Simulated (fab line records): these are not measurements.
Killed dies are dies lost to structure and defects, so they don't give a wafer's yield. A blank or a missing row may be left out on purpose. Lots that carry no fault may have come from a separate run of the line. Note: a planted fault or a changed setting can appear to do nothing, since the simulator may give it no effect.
fab line records	flow nand_harc
record lots=24	wafers=72	last_day=34
route steps=1302 shown A_CONTACT@1005
lots untouched by any fault: they come from a run of this same line in which no faults occurred
start_h: hours from the record's opening day to when the first of the lot's shown wafers began	wait_h: time in hours since the lot's previous step	" repeats the value in the row above	L1.1+2: a row that stands for several wafers	- no value present, or no start provided	* or withheld: withheld	< > ~ a bound
route shown NAME@n: NAME is a module with steps in the file, n the number in the route of the first one	usual: mean and standard deviation over wafers with no fault	same: alike in all rows	chamber/n: place in a boat	sites: readings site by site	_std_site: standard deviation of those values	_edge_site: outer sites' mean less inner sites'	radius_mm: for every site, how far away it sits from the centre of the wafer	mask NAME#n: copy n	behind: tool/chamber where the wafer was last shaped	hold: reason for holding the lot/hours on hold/outcome of the hold	device: the transistor (n, p or np) that didn't switch	end of line: tests of these same wafers at the route's end	a step given without rows: its recipe and nothing more	killed: count of dies lost to structure and defects at first sort (not the wafer's yield)	map: a wafer's dies, x killed, . not, _ none there
set.NAME: the run value of the setting; set.NAME@STEP: its run value at that earlier step	model.NAME: the simulator's own value behind a step, which no gauge read
a sample of lots followed through the steps of the route, with each step as a table and each wafer as a row
services: a tool's chamber out of use, with start hour (start_h, from the record's first day; less than 0 if before it), hours out, and reason
## steps
# step NHARC_A_CONTACT_ETCH_111
# recipe source_w=withheld	pressure_mtorr=20	bias_v=withheld	time_s=140	target_depth_a=7000	ar_flow_sccm=withheld	c4f8_flow_sccm=withheld	o2_flow_sccm=withheld	chemistry=C4F8/O2/Ar
lot.wafer	tool	chamber	start_h	wait_h	rf_hours_counter_h
L074.1	har_cap_etch-02	1	498.20	-	82
L074.3	"	1	"	"	-
L074.5	"	0	"	"	-
L075.2	har_cap_etch-03	0	504.07	-	40
L075.1	"	1	"	"	40
L075.4	"	0	"	"	-
L077.1	har_cap_etch-03	0	514.69	-	43
L077.5	"	0	"	"	-
L077.6	"	1	"	"	-
L076.1	har_cap_etch-01	0	522.14	-	1
L076.4	"	0	"	"	-
L076.5	"	1	"	"	-
L079.1	har_cap_etch-03	1	543.15	-	48
L079.2	"	0	"	"	48
L079.6	"	0	"	"	-
L081.4	har_cap_etch-01	1	551.06	-	-
L081.3	"	0	"	"	-
L081.5	"	1	"	"	-
L078.3	har_cap_etch-02	0	552.62	-	-
L078.5	"	1	"	"	-
L078.6	"	0	"	"	-
L080.3	har_cap_etch-03	1	555.25	-	-
L080.6	"	1	"	"	-
L080.5	"	0	"	"	-
L083.1	har_cap_etch-02	1	580.22	-	96
L083.6	"	0	"	"	-
L083.5	"	1	"	"	-
L082.2	har_cap_etch-01	0	582.60	-	12
L082.1	"	1	"	"	12
L082.3	"	1	"	"	-
L085.2	har_cap_etch-03	0	589.30	-	57
L085.4	"	0	"	"	-
L085.6	"	0	"	"	-
L084.3	har_cap_etch-02	0	589.53	-	-
L084.4	"	1	"	"	-
L084.6	"	1	"	"	-
L086.2	har_cap_etch-02	0	623.98	-	104
L086.1	"	1	"	"	104
L086.4	"	1	"	"	-
L088.1	har_cap_etch-03	0	638.33	-	64
L088.5	"	1	"	"	-
L088.6	"	0	"	"	-
L089.1	har_cap_etch-02	1	638.47	-	106
L089.2	"	0	"	"	106
L089.6	"	0	"	"	-
L087.1	har_cap_etch-01	1	642.74	-	21
L087.6	"	1	"	"	-
L087.5	"	0	"	"	-
L090.2	har_cap_etch-02	0	646.13	-	109
L090.4	"	1	"	"	-
L090.6	"	0	"	"	-
L091.2	har_cap_etch-02	0	667.31	-	114
L091.1	"	1	"	"	114
L091.4	"	0	"	"	-
L093.2	har_cap_etch-03	1	679.54	-	73
L093.3	"	1	"	"	-
L093.5	"	0	"	"	-
L092.4	har_cap_etch-02	1	684.04	-	-
L092.3	"	0	"	"	-
L092.5	"	1	"	"	-
L094.2	har_cap_etch-01	0	696.98	-	31
L094.3	"	1	"	"	-
L094.4	"	0	"	"	-
L095.2	har_cap_etch-03	0	699.55	-	77
L095.1	"	1	"	"	77
L095.3	"	0	"	"	-
L096.1	har_cap_etch-03	1	717.89	-	81
L096.2	"	0	"	"	81
L096.5	"	1	"	"	-
L097.2	har_cap_etch-02	0	734.79	-	125
L097.4	"	0	"	"	-
L097.6	"	0	"	"	-
# step NHARC_A_CONTACT_ETCH_123
# recipe source_w=withheld	pressure_mtorr=20	bias_v=400	time_s=490	target_depth_a=21100	ar_flow_sccm=withheld	c4f8_flow_sccm=11.5	o2_flow_sccm=7.2	chemistry=C4F8/O2/Ar
lot.wafer	tool	chamber	start_h	wait_h	rf_hours_counter_h
L074.1	har_cap_etch-02	1	500.33	0.2	84
L074.3	"	1	"	"	-
L074.5	"	0	"	"	-
L075.2	har_cap_etch-03	0	506.14	0.1	42
L075.1	"	1	"	"	42
L075.4	"	0	"	"	-
L077.1	har_cap_etch-03	0	516.75	0.1	45
L077.5	"	0	"	"	-
L077.6	"	1	"	"	-
L076.1	har_cap_etch-01	0	524.22	0.1	3
L076.4	"	0	"	"	-
L076.5	"	1	"	"	-
L079.1	har_cap_etch-03	1	545.22	0.1	50
L079.2	"	0	"	"	50
L079.6	"	0	"	"	-
L081.4	har_cap_etch-01	1	553.24	0.3	-
L081.3	"	0	"	"	-
L081.5	"	1	"	"	-
L078.3	har_cap_etch-02	0	555.60	0.4	-
L078.5	"	1	"	"	-
L078.6	"	0	"	"	-
L080.3	har_cap_etch-03	1	558.16	0.3	-
L080.6	"	1	"	"	-
L080.5	"	0	"	"	-
L083.1	har_cap_etch-02	1	582.37	0.2	98
L083.6	"	0	"	"	-
L083.5	"	1	"	"	-
L082.2	har_cap_etch-01	0	584.69	0.1	14
L082.1	"	1	"	"	14
L082.3	"	1	"	"	-
L085.2	har_cap_etch-03	0	591.38	0.1	59
L085.4	"	0	"	"	-
L085.6	"	0	"	"	-
L084.3	har_cap_etch-02	0	591.71	0.3	-
L084.4	"	1	"	"	-
L084.6	"	1	"	"	-
L086.2	har_cap_etch-02	0	626.05	0.1	106
L086.1	"	1	"	"	106
L086.4	"	1	"	"	-
L088.1	har_cap_etch-03	0	640.46	0.2	66
L088.5	"	1	"	"	-
L088.6	"	0	"	"	-
L089.1	har_cap_etch-02	1	640.55	0.1	108
L089.2	"	0	"	"	108
L089.6	"	0	"	"	-
L087.1	har_cap_etch-01	1	644.82	0.1	23
L087.6	"	1	"	"	-
L087.5	"	0	"	"	-
L090.2	har_cap_etch-02	0	648.26	0.2	111
L090.4	"	1	"	"	-
L090.6	"	0	"	"	-
L091.2	har_cap_etch-02	0	669.39	0.1	116
L091.1	"	1	"	"	116
L091.4	"	0	"	"	-
L093.2	har_cap_etch-03	1	681.62	0.1	75
L093.3	"	1	"	"	-
L093.5	"	0	"	"	-
L092.4	har_cap_etch-02	1	686.23	0.3	-
L092.3	"	0	"	"	-
L092.5	"	1	"	"	-
L094.2	har_cap_etch-01	0	699.10	0.2	32
L094.3	"	1	"	"	-
L094.4	"	0	"	"	-
L095.2	har_cap_etch-03	0	701.63	0.1	79
L095.1	"	1	"	"	79
L095.3	"	0	"	"	-
L096.1	har_cap_etch-03	1	719.98	0.1	83
L096.2	"	0	"	"	83
L096.5	"	1	"	"	-
L097.2	har_cap_etch-02	0	736.93	0.2	127
L097.4	"	0	"	"	-
L097.6	"	0	"	"	-
# step NHARC_A_CONTACT_ETCH_96
# recipe target_depth_a=200	over_etch_frac=0.5	time_s=10	ion_energy_ev=250	c4f6_flow_sccm=25	o2_flow_sccm=20	ar_flow_sccm=500	rf_w=600	bias_w=500	chemistry=C4F6/O2
# usual c4f6_flow_sccm=25.00/0.069	drypump_motor_current_A=5.8/0.56	oes_product_au=0.971/0.027	rf_vpp_V=547/4.5	showerhead_plenum_p_Torr=3.92/0.22	throttle_valve_pct=26.903/0.0088
# same over_etch_frac=0.5
lot.wafer	tool	chamber	start_h	wait_h	c4f6_flow_sccm	drypump_motor_current_A	oes_product_au	rf_hours_counter_h	rf_vpp_V	showerhead_plenum_p_Torr	throttle_valve_pct
L074.3	rie_diel-03	0	-	-	24.91	5.1	1.002	6	551	4.22	26.903
L074.1	"	1	"	"	25.00	6.7	0.998	6	542	3.71	26.895
L074.5	"	0	"	"	25.12	5.1	1.005	-	554	4.22	26.890
L075.2	rie_diel-08	3	-	-	25.01	5.2	0.937	42	547	3.91	26.899
L075.4	"	0	"	"	25.09	5.4	0.940	41	542	3.72	26.914
L075.1	"	2	"	"	25.14	5.3	0.953	37	542	3.73	26.909
L077.1	rie_diel-03	1	-	-	25.01	6.7	0.944	8	541	3.71	26.905
L077.6	"	2	"	"	24.97	6.1	0.951	-	540	3.65	26.900
L077.5	"	3	"	"	25.04	6.3	0.943	-	547	3.90	26.909
L076.4	rie_diel-03	2	-	-	25.05	6.0	0.945	9	542	3.65	26.894
L076.1	"	3	"	"	25.05	6.2	0.941	8	548	3.90	26.899
L076.5	"	2	"	"	25.13	6.0	0.944	-	540	3.65	26.899
L079.2	rie_diel-03	1	-	-	24.93	6.7	0.940	13	544	3.71	26.893
L079.1	"	2	"	"	24.93	6.0	0.933	12	542	3.65	26.908
L079.6	"	0	"	"	25.15	5.1	0.940	-	552	4.22	26.911
L081.4	rie_diel-08	0	-	-	24.96	5.4	0.986	0	543	3.71	26.909
L081.3	"	3	"	"	25.04	5.2	0.996	0	547	3.90	26.901
L081.5	"	1	"	"	24.94	6.0	0.991	-	553	4.19	26.899
L078.3	rie_diel-03	3	-	-	24.92	6.2	0.999	13	546	3.90	26.901
L078.5	"	0	"	"	25.08	5.1	1.012	-	552	4.22	26.903
L078.6	"	1	"	"	24.98	6.7	0.995	-	543	3.71	26.915
L080.3	rie_diel-08	2	-	-	24.93	5.2	1.003	1	542	3.72	26.906
L080.6	"	2	"	"	25.03	5.2	0.992	-	543	3.72	26.909
L080.5	"	3	"	"	24.94	5.2	0.985	-	547	3.90	26.903
L083.1	rie_diel-03	0	-	-	24.93	5.1	1.007	20	554	4.21	26.910
L083.6	"	2	"	"	24.98	6.0	1.007	-	542	3.64	26.923
L083.5	"	3	"	"	24.93	6.2	1.007	-	547	3.90	26.897
L082.1	rie_diel-03	1	-	-	25.19	6.7	0.942	20	543	3.71	26.904
L082.3	"	2	"	"	24.95	6.0	0.942	19	542	3.64	26.885
L082.2	"	3	"	"	24.90	6.3	0.948	18	546	3.90	26.891
L085.2	rie_diel-08	0	-	-	24.97	5.4	0.987	9	542	3.71	26.893
L085.4	"	3	"	"	24.99	5.2	1.000	11	545	3.89	26.911
L085.6	"	0	"	"	24.99	5.4	0.998	-	543	3.71	26.892
L084.4	rie_diel-03	1	-	-	24.98	6.7	0.997	22	541	3.71	26.895
L084.3	"	3	"	"	25.03	6.2	0.991	20	546	3.89	26.897
L084.6	"	2	"	"	24.98	6.0	0.974	-	541	3.64	26.912
L086.4	rie_diel-03	1	-	-	24.98	6.7	0.948	27	542	3.70	26.899
L086.1	"	2	"	"	24.97	6.0	0.990	24	540	3.64	26.898
L086.2	"	3	"	"	25.08	6.2	0.940	25	546	3.89	26.911
L088.1	rie_diel-08	3	-	-	24.95	5.2	0.953	27	547	3.88	26.911
L088.5	"	0	"	"	25.15	5.4	0.946	-	542	3.70	26.921
L088.6	"	1	"	"	25.06	6.1	0.974	-	552	4.17	26.894
L089.2	rie_diel-04	1	-	-	24.93	4.9	0.940	34	551	4.13	26.891
L089.1	"	2	"	"	25.04	5.6	0.963	31	544	3.83	26.891
L089.6	"	0	"	"	25.08	5.7	0.953	-	542	3.77	26.911
L087.1	rie_diel-04	2	-	-	25.01	5.6	0.943	33	546	3.83	26.895
L087.6	"	1	"	"	25.03	4.9	0.943	-	550	4.13	26.912
L087.5	"	2	"	"	25.02	5.6	0.947	-	545	3.83	26.900
L090.4	rie_diel-03	2	-	-	24.97	6.1	1.002	0	553	4.23	26.898
L090.2	"	3	"	"	24.87	6.2	1.002	0	546	3.89	26.914
L090.6	"	1	"	"	25.00	6.7	1.002	-	543	3.70	26.913
L091.1	rie_diel-03	0	-	-	24.98	5.1	0.943	4	551	4.21	26.907
L091.4	"	1	"	"	24.97	6.7	0.939	5	542	3.70	26.901
L091.2	"	2	"	"	25.03	6.1	0.942	4	553	4.22	26.899
L093.3	rie_diel-04	2	-	-	25.05	5.5	0.945	45	544	3.82	26.896
L093.2	"	3	"	"	25.06	5.9	0.938	44	551	4.16	26.890
L093.5	"	2	"	"	25.03	5.6	0.944	-	544	3.82	26.904
L092.3	rie_diel-03	3	-	-	24.94	6.2	0.930	7	546	3.89	26.903
L092.4	"	0	"	"	25.02	5.2	0.953	7	551	4.20	26.916
L092.5	"	3	"	"	24.97	6.2	0.930	-	547	3.89	26.901
L094.4	rie_diel-03	2	-	-	25.03	6.0	0.981	8	553	4.22	26.916
L094.2	"	3	"	"	24.97	6.3	0.997	7	546	3.89	26.913
L094.3	"	1	"	"	25.20	6.7	0.986	9	543	3.70	26.901
L095.3	rie_diel-03	1	-	-	25.01	6.7	0.996	9	544	3.70	26.900
L095.2	"	2	"	"	24.96	6.1	1.002	8	552	4.22	26.910
L095.1	"	3	"	"	24.97	6.2	0.998	8	546	3.89	26.904
L096.1	rie_diel-04	2	-	-	24.91	5.6	0.991	0	545	3.82	26.910
L096.2	"	0	"	"	25.03	5.7	0.986	0	544	3.76	26.901
L096.5	"	2	"	"	24.99	5.6	0.992	-	544	3.82	26.887
L097.4	rie_diel-04	3	-	-	25.03	5.9	0.996	8	550	4.15	26.916
L097.2	"	1	"	"	25.10	4.9	0.986	9	549	4.11	26.895
L097.6	"	2	"	"	25.04	5.6	1.000	-	545	3.81	26.902
# step NHARC_A_CONTACT_DEP_57
# recipe target_thk_a=53000	temp_c=400	material=aC
# usual throttle_valve_pct=35.000/0.009
lot.wafer	tool	chamber	start_h	wait_h	throttle_valve_pct
L074.1	acl_dep-02	0	502.40	-	34.988
L074.3	"	0	503.47	-	34.997
L074.5	"	0	504.55	-	34.999
L075.1	acl_dep-03	0	509.71	-	35.003
L075.2	"	0	"	"	35.019
L075.4	"	0	511.31	-	35.009
L077.1	acl_dep-02	0	518.90	-	35.002
L077.5	"	0	521.03	-	34.992
L077.6	"	0	"	"	35.000
L076.1	acl_dep-02	0	526.38	-	35.008
L076.4	"	0	527.97	-	35.000
L076.5	"	0	"	"	35.000
L079.1	acl_dep-01	0	551.63	-	35.002
L079.2	"	0	"	"	35.015
L079.6	"	0	554.32	-	34.995
L081.3	acl_dep-01	0	556.30	-	34.990
L081.4	"	0	"	"	34.998
L081.5	"	0	"	"	34.982
L078.3	acl_dep-03	0	560.17	-	34.996
L078.5	"	0	561.24	-	34.985
L078.6	"	0	"	"	34.986
L080.3	acl_dep-02	0	563.74	-	35.019
L080.5	"	0	564.81	-	34.987
L080.6	"	0	"	"	35.007
L083.1	acl_dep-01	0	586.54	-	35.013
L083.5	"	0	588.65	-	35.008
L083.6	"	0	"	"	35.001
L082.1	acl_dep-02	0	587.07	-	35.000
L082.2	"	0	"	"	35.009
L082.3	"	0	"	"	34.995
L085.2	acl_dep-02	0	594.12	-	35.016
L085.4	"	0	595.20	-	34.986
L085.6	"	0	596.27	-	34.998
L084.3	acl_dep-03	0	598.24	-	35.008
L084.4	"	0	"	"	34.988
L084.6	"	0	599.83	-	35.007
L086.1	acl_dep-01	0	628.20	-	35.010
L086.2	"	0	"	"	34.994
L086.4	"	0	629.81	-	34.988
L088.1	acl_dep-03	0	643.69	-	34.983
L088.5	"	0	645.85	-	35.005
L088.6	"	0	"	"	35.012
L089.1	acl_dep-01	0	645.42	-	35.001
L089.2	"	0	"	"	34.996
L089.6	"	0	648.07	-	34.996
L087.1	acl_dep-02	0	649.60	-	34.982
L087.5	"	0	651.78	-	35.011
L087.6	"	0	"	"	35.002
L090.2	acl_dep-01	0	652.90	-	34.996
L090.4	"	0	653.98	-	35.014
L090.6	"	0	655.07	-	34.995
L091.1	acl_dep-01	0	671.53	-	35.005
L091.2	"	0	"	"	34.995
L091.4	"	0	673.15	-	35.003
L093.2	acl_dep-03	0	685.80	-	35.008
L093.3	"	0	"	"	35.004
L093.5	"	0	687.43	-	35.000
L092.3	acl_dep-02	0	690.42	-	35.014
L092.4	"	0	"	"	34.996
L092.5	"	0	"	"	34.998
L094.2	acl_dep-03	0	702.44	-	34.999
L094.3	"	0	"	"	35.004
L094.4	"	0	"	"	34.995
L095.1	acl_dep-02	0	703.78	-	34.985
L095.2	"	0	"	"	35.012
L095.3	"	0	"	"	35.006
L096.1	acl_dep-01	0	723.86	-	34.993
L096.2	"	0	"	"	35.011
L096.5	"	0	726.01	-	35.020
L097.2	acl_dep-02	0	740.08	-	34.989
L097.4	"	0	741.16	-	35.004
L097.6	"	0	742.25	-	34.988
# step NHARC_A_CONTACT_ETCH_124
# recipe source_w=withheld	pressure_mtorr=20	bias_v=withheld	time_s=140	target_depth_a=7000	ar_flow_sccm=withheld	c4f8_flow_sccm=withheld	o2_flow_sccm=withheld	chemistry=C4F8/O2/Ar
lot.wafer	tool	chamber	start_h	wait_h	rf_hours_counter_h
L074.1	har_cap_etch-02	1	508.00	-	84
L074.3	"	0	"	"	-
L074.5	"	1	"	"	-
L075.2	har_cap_etch-02	0	518.11	-	86
L075.1	"	1	"	"	86
L075.4	"	0	"	"	-
L077.1	har_cap_etch-03	1	524.47	-	45
L077.6	"	0	"	"	-
L077.5	"	1	"	"	-
L076.1	har_cap_etch-01	1	531.90	-	4
L076.4	"	1	"	"	-
L076.5	"	0	"	"	-
L079.2	har_cap_etch-01	1	557.42	-	8
L079.1	"	0	"	"	8
L079.6	"	0	"	"	-
L081.3	har_cap_etch-02	1	560.90	-	-
L081.4	"	0	"	"	-
L081.5	"	1	"	"	-
L078.3	har_cap_etch-03	0	564.77	-	-
L078.5	"	1	"	"	-
L078.6	"	0	"	"	-
L080.3	har_cap_etch-02	0	568.35	-	-
L080.6	"	1	"	"	-
L080.5	"	0	"	"	-
L083.1	har_cap_etch-01	1	592.38	-	14
L083.6	"	1	"	"	-
L083.5	"	0	"	"	-
L082.2	har_cap_etch-03	1	593.23	-	60
L082.1	"	0	"	"	60
L082.3	"	0	"	"	-
L085.2	har_cap_etch-02	1	599.16	-	101
L085.4	"	1	"	"	-
L085.6	"	0	"	"	-
L084.3	har_cap_etch-03	0	602.90	-	-
L084.4	"	1	"	"	-
L084.6	"	0	"	"	-
L086.2	har_cap_etch-01	0	633.89	-	19
L086.1	"	1	"	"	19
L086.4	"	0	"	"	-
L088.1	har_cap_etch-03	0	649.40	-	68
L088.5	"	0	"	"	-
L088.6	"	1	"	"	-
L089.1	har_cap_etch-01	1	650.97	-	23
L089.2	"	0	"	"	23
L089.6	"	1	"	"	-
L087.1	har_cap_etch-02	0	655.26	-	111
L087.5	"	1	"	"	-
L087.6	"	0	"	"	-
L090.2	har_cap_etch-03	0	658.13	-	70
L090.4	"	1	"	"	-
L090.6	"	1	"	"	-
L091.2	har_cap_etch-01	1	677.30	-	27
L091.1	"	0	"	"	27
L091.4	"	0	"	"	-
L093.2	har_cap_etch-03	1	690.87	-	75
L093.3	"	0	"	"	-
L093.5	"	0	"	"	-
L092.4	har_cap_etch-02	0	694.92	-	-
L092.3	"	1	"	"	-
L092.5	"	1	"	"	-
L094.2	har_cap_etch-02	1	707.48	-	122
L094.3	"	1	"	"	-
L094.4	"	0	"	"	-
L095.1	har_cap_etch-03	0	709.36	-	79
L095.2	"	1	"	"	79
L095.3	"	1	"	"	-
L096.1	har_cap_etch-01	0	729.43	-	35
L096.2	"	1	"	"	35
L096.5	"	0	"	"	-
L097.2	har_cap_etch-02	0	745.25	-	127
L097.4	"	0	"	"	-
L097.6	"	1	"	"	-
# step NHARC_A_CONTACT_ETCH_126
# recipe source_w=withheld	pressure_mtorr=20	bias_v=3000	time_s=197	target_depth_a=19180	ar_flow_sccm=withheld	c4f8_flow_sccm=withheld	o2_flow_sccm=withheld	chemistry=C4F8/O2/Ar
lot.wafer	tool	chamber	start_h	wait_h	rf_hours_counter_h
L074.1	har_cap_etch-02	1	508.38	0.1	85
L074.3	"	0	"	"	-
L074.5	"	1	"	"	-
L075.2	har_cap_etch-02	0	518.49	0.1	86
L075.1	"	1	"	"	86
L075.4	"	0	"	"	-
L077.1	har_cap_etch-03	1	524.84	0.1	45
L077.6	"	0	"	"	-
L077.5	"	1	"	"	-
L076.1	har_cap_etch-01	1	532.41	0.2	4
L076.4	"	1	"	"	-
L076.5	"	0	"	"	-
L079.2	har_cap_etch-01	1	557.79	0.1	8
L079.1	"	0	"	"	8
L079.6	"	0	"	"	-
L081.3	har_cap_etch-02	1	561.39	0.2	-
L081.4	"	0	"	"	-
L081.5	"	1	"	"	-
L078.3	har_cap_etch-03	0	565.14	0.1	-
L078.5	"	1	"	"	-
L078.6	"	0	"	"	-
L080.3	har_cap_etch-02	0	568.84	0.2	-
L080.6	"	1	"	"	-
L080.5	"	0	"	"	-
L083.1	har_cap_etch-01	1	592.76	0.1	15
L083.6	"	1	"	"	-
L083.5	"	0	"	"	-
L082.2	har_cap_etch-03	1	593.61	0.1	60
L082.1	"	0	"	"	60
L082.3	"	0	"	"	-
L085.2	har_cap_etch-02	1	599.54	0.1	101
L085.4	"	1	"	"	-
L085.6	"	0	"	"	-
L084.3	har_cap_etch-03	0	603.27	0.1	-
L084.4	"	1	"	"	-
L084.6	"	0	"	"	-
L086.2	har_cap_etch-01	0	634.27	0.1	19
L086.1	"	1	"	"	19
L086.4	"	0	"	"	-
L088.1	har_cap_etch-03	0	649.77	0.1	68
L088.5	"	0	"	"	-
L088.6	"	1	"	"	-
L089.1	har_cap_etch-01	1	651.35	0.1	23
L089.2	"	0	"	"	23
L089.6	"	1	"	"	-
L087.1	har_cap_etch-02	0	655.63	0.1	111
L087.5	"	1	"	"	-
L087.6	"	0	"	"	-
L090.2	har_cap_etch-03	0	658.50	0.1	70
L090.4	"	1	"	"	-
L090.6	"	1	"	"	-
L091.2	har_cap_etch-01	1	677.80	0.2	28
L091.1	"	0	"	"	28
L091.4	"	0	"	"	-
L093.2	har_cap_etch-03	1	691.25	0.1	75
L093.3	"	0	"	"	-
L093.5	"	0	"	"	-
L092.4	har_cap_etch-02	0	695.29	0.1	-
L092.3	"	1	"	"	-
L092.5	"	1	"	"	-
L094.2	har_cap_etch-02	1	707.85	0.1	122
L094.3	"	1	"	"	-
L094.4	"	0	"	"	-
L095.1	har_cap_etch-03	0	709.73	0.1	80
L095.2	"	1	"	"	80
L095.3	"	1	"	"	-
L096.1	har_cap_etch-01	0	729.81	0.2	36
L096.2	"	1	"	"	36
L096.5	"	0	"	"	-
L097.2	har_cap_etch-02	0	745.63	0.1	127
L097.4	"	0	"	"	-
L097.6	"	1	"	"	-
## services
tool	chamber	start_h	hours	kind
acl_dep-03	-	487.48	13.0	pm
rie_diel-03	0	492.02	-	clean
rie_diel-03	1	492.02	-	clean
har_cap_etch-01	-	497.53	17.0	pm
har_cap_etch-01	0	497.53	17.0	vent_cycle
har_cap_etch-01	1	497.53	17.0	vent_cycle
har_cap_etch-01	0	514.53	-	clean
har_cap_etch-01	1	514.53	-	clean
rie_diel-04	-	534.07	9.0	pm
rie_diel-08	-	544.83	9.0	pm
acl_dep-01	-	558.46	13.0	pm
har_cap_etch-01	-	599.25	1.1	repair
rie_diel-03	2	608.39	14.6	repair
acl_dep-02	-	609.55	13.0	pm
rie_diel-04	-	631.84	2.2	repair
rie_diel-03	-	635.52	9.0	pm
acl_dep-03	-	668.48	13.0	pm
acl_dep-02	-	671.75	0.9	repair
rie_diel-08	3	694.65	5.5	repair
rie_diel-04	-	704.29	1.0	repair
rie_diel-04	-	711.07	9.0	pm
har_cap_etch-01	-	718.74	0.5	repair
rie_diel-08	-	721.83	9.0	pm
acl_dep-01	-	742.14	13.0	pm
## key
fault none
